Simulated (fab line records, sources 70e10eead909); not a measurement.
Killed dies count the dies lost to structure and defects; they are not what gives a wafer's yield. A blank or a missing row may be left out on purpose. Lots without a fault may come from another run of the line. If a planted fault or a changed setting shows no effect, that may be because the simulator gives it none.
Matching of chambers ; flow nandHarc ; NHARC_A_SLIT_ETCH_24 on rieDiel-03: 4 sister chambers
The step etches the open film in CF4/CHF3, target depth 121 nm, time 60.5 s. 20 wafers are shown with their chamber, then 10 later ones without.

WAFERS, EACH WITH ITS CHAMBER
wafer;chamber;showerheadPlenumPTorr (Torr);drypumpMotorCurrentA (A);rfVppV (V)
L074.1;2;1.51;6.0;367.5
L074.4;3;1.67;5.5;373.8
L074.6;3;1.67;5.5;375.7
L075.1;3;1.67;5.5;372.5
L075.2;2;1.51;6.0;371.3
L075.4;1;1.62;6.1;372.1
L078.2;2;1.51;6.0;367.5
L078.4;0;1.56;5.8;370.4
L078.5;0;1.56;5.9;369.1
L077.3;2;1.51;6.0;369.0
L077.5;1;1.62;6.2;372.4
L077.6;0;1.56;5.8;370.8
L080.1;2;1.51;6.0;368.6
L080.3;1;1.62;6.1;371.8
L080.5;3;1.66;5.6;375.2
L082.1;2;1.51;6.0;369.1
L082.4;1;1.62;6.1;372.5
L082.5;2;1.51;6.0;367.4
L084.2;1;1.62;6.1;370.9
L084.4;0;1.56;5.8;370.4

SIGNATURES (averages over the wafers above)
reading;chamber 0;chamber 1;chamber 2;chamber 3;scatter within a chamber
showerheadPlenumPTorr;1.5600;1.6200;1.5100;1.6675;0.00217
drypumpMotorCurrentA;5.825;6.120;6.000;5.525;0.0379
rfVppV;370.175;371.940;368.629;374.300;1.15
Rule: a wafer's distance from a chamber is the root of the sum, over the readings, of the square of ((its reading less the chamber's mean) divided by the reading's scatter). If the next closest chamber is less than 2 further off than the closest, the wafer can't be placed; otherwise it belongs to the closest. The scatter is the square root of a quotient: the sum, over the shown wafers, of each reading's squared deviation from its chamber's mean, divided by wafers minus chambers.

WAFERS WITHOUT THEIR CHAMBER
wafer;showerheadPlenumPTorr (Torr);drypumpMotorCurrentA (A);rfVppV (V)
L084.6;1.66;5.5;374.7
L094.1;1.62;6.1;372.9
L094.4;1.66;5.5;374.6
L094.6;1.62;6.1;371.7
L096.3;1.56;5.9;369.9
L096.5;1.56;5.9;371.1
L096.6;1.51;6.0;368.3
L097.1;1.62;6.1;371.4
L097.2;1.51;6.0;367.3
L097.4;1.66;5.5;375.1

CHAMBER TAKEN BY EACH
wafer;from the rows above;in truth
L084.6;3;3
L094.1;1;1
L094.4;3;3
L094.6;1;1
L096.3;0;0
L096.5;0;0
L096.6;2;2
L097.1;1;1
L097.2;2;2
L097.4;3;3
Placed correctly: 10 of 10. From these rows, 0 cannot be placed. Placed wrongly: 0.
